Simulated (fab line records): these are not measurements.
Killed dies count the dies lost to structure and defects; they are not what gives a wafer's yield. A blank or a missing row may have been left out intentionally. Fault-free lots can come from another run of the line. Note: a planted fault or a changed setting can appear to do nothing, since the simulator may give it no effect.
Chamber matching / flow n5-finfet / N5_BEOL_M2_CO_CAP_55 on cvd-co-02: 3 sister chambers
The step material Co, precursor CCTBA/H2, target thk 2 nm, time 102.1 s. 3 wafers are shown with their chamber, then 11 later ones without.

EACH WAFER AND ITS CHAMBER
wafer=L086.1; chamber=2; heater-power-w (W)=295
wafer=L086.4; chamber=0; heater-power-w (W)=231
wafer=L087.2; chamber=1; heater-power-w (W)=258

WAFERS WITH NO CHAMBER GIVEN
wafer=L087.3; heater-power-w (W)=233
wafer=L087.5; heater-power-w (W)=257
wafer=L089.1; heater-power-w (W)=300
wafer=L089.5; heater-power-w (W)=260
wafer=L089.6; heater-power-w (W)=295
wafer=L090.1; heater-power-w (W)=257
wafer=L090.3; heater-power-w (W)=299
wafer=L090.5; heater-power-w (W)=298
wafer=L095.2; heater-power-w (W)=232
wafer=L095.4; heater-power-w (W)=303
wafer=L095.6; heater-power-w (W)=257

CHAMBER TAKEN BY EACH
wafer=L087.3; from the rows above=0; in truth=0
wafer=L087.5; from the rows above=1; in truth=1
wafer=L089.1; from the rows above=2; in truth=2
wafer=L089.5; from the rows above=1; in truth=1
wafer=L089.6; from the rows above=2; in truth=2
wafer=L090.1; from the rows above=1; in truth=1
wafer=L090.3; from the rows above=2; in truth=2
wafer=L090.5; from the rows above=2; in truth=2
wafer=L095.2; from the rows above=0; in truth=0
wafer=L095.4; from the rows above=2; in truth=2
wafer=L095.6; from the rows above=1; in truth=1
11 of 11 placed correctly. Can't be placed from these rows: 0. Wrongly placed: 0.
How it was worked out, from the rows above alone: a wafer's distance from a chamber is the root of the sum, over the readings, of the square of ((its reading less the chamber's mean) divided by the reading's scatter). If the next closest chamber is less than 2 further off than the closest, the wafer can't be placed; otherwise it belongs to the closest. A chamber's mean is the mean of its shown wafers. The scatter: root of mean squared gap, hidden wafer to nearest shown wafer, with one shown wafer a chamber.
